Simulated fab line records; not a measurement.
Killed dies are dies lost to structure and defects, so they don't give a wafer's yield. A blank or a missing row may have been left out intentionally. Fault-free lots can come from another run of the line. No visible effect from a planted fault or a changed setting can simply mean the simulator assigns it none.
A single fault, viewed from 2 desks / flow n5-finfet / each desk holds nothing but its own numbers, with what lay behind them at the end

AT THE METROLOGY DESK
What the gauges read, lot by lot, whatever tool the lot ran on: means of the sampled wafers that have a number. Any lot whose mean is over 4 standard deviations away from the usual mean is out of limits and marked OUT; that distance is given in the brackets. Shown are 7 of the 12 readings it has, namely the first that went out of limits plus those furthest out on some lot.
Columns: A = trench-depth-nm at N5_BEOL_M0_OCD_MEAS_108, usual 32.5 nm; B = DIBL_N at N5_BEOL_M4_RC_MEAS_101, usual 37.1 mV/V; C = DIBL_P at N5_BEOL_M4_RC_MEAS_101, usual 38 mV/V; D = IOFF_N at N5_BEOL_M4_RC_MEAS_101, usual 0.18 nA/um; E = ION_N at N5_BEOL_M4_RC_MEAS_101, usual 678 uA/um; F = SS_P at N5_BEOL_M4_RC_MEAS_101, usual 73.7 mV/dec; G = VT_N at N5_BEOL_M4_RC_MEAS_101, usual 249 mV
lot=L132; first seen here=day 5 14:43; A=32.5; B=32.6; C=33; D=0.12; E=652; F=71.8; G=256
lot=L134; first seen here=day 6 01:08; A=31.7; B=36.2; C=35; D=0.15; E=686; F=73.0; G=247
lot=L139; first seen here=day 7 18:47; A=32.1; B=36.6; C=39; D=0.18; E=676; F=73.9; G=250
lot=L140; first seen here=day 7 20:01; A=32.0; B=40.7; C=40; D=0.25; E=691; F=74.3; G=244
lot=L141; first seen here=day 7 23:04; A=20.3 (-19) OUT; B=38.8; C=40; D=0.19; E=687; F=74.1; G=249
lot=L147; first seen here=day 9 07:21; A=33.4; B=37.8; C=38; D=0.18; E=678; F=74.0; G=251
lot=L149; first seen here=day 9 18:37; A=32.5; B=38.8; C=40; D=0.21; E=689; F=74.1; G=247
This desk finds L141 out of limits, L141 being first, at day 8 01:44 (trench-depth-nm at N5_BEOL_M0_OCD_MEAS_108). In limits: L132, L134, L139, L140, L147, L149.

FOR THE TOOL OWNER'S DESK: pecvd-03
The tool's own readings at N5_BEOL_M0_SAQP_PECVD_03 (deposits SiCN from 3MS/NH3, target thk 12 nm, time 21.1 s): means of the sampled wafers that have a number, for each lot that ran on this tool. Any lot whose mean is over 4 standard deviations away from the usual mean is out of limits and marked OUT; that distance is given in the brackets.
Columns: A = showerhead-plenum-p-Torr at N5_BEOL_M0_SAQP_PECVD_03, usual 3.662 Torr; B = throttle-valve-pct at N5_BEOL_M0_SAQP_PECVD_03, usual 9.0 %
lot=L132; first seen here=day 5 10:10; A=3.658; B=8.7
lot=L140; first seen here=day 7 14:58; A=3.660; B=8.9
lot=L141; first seen here=day 7 18:25; A=3.661; B=9.3
This desk's finding: nothing out of limits on any of the 3 lots.

ALL TOGETHER
At day 8 01:44 the metrology desk could have sounded an alarm, on L141.
The desk of the tool owner found nothing out of limits.
On record at the tool owner's desk: L141, within its limits.
On pecvd-03, each named lot ran N5_BEOL_M0_SAQP_PECVD_03.

WHAT THE SIMULATOR HAD INSERTED
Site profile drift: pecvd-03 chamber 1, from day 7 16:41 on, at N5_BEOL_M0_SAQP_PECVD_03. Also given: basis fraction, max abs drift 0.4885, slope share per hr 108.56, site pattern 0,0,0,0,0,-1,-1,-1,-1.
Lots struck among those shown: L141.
Delay in hours, fault start to first out-of-limits reading, per desk: metrology desk 9.
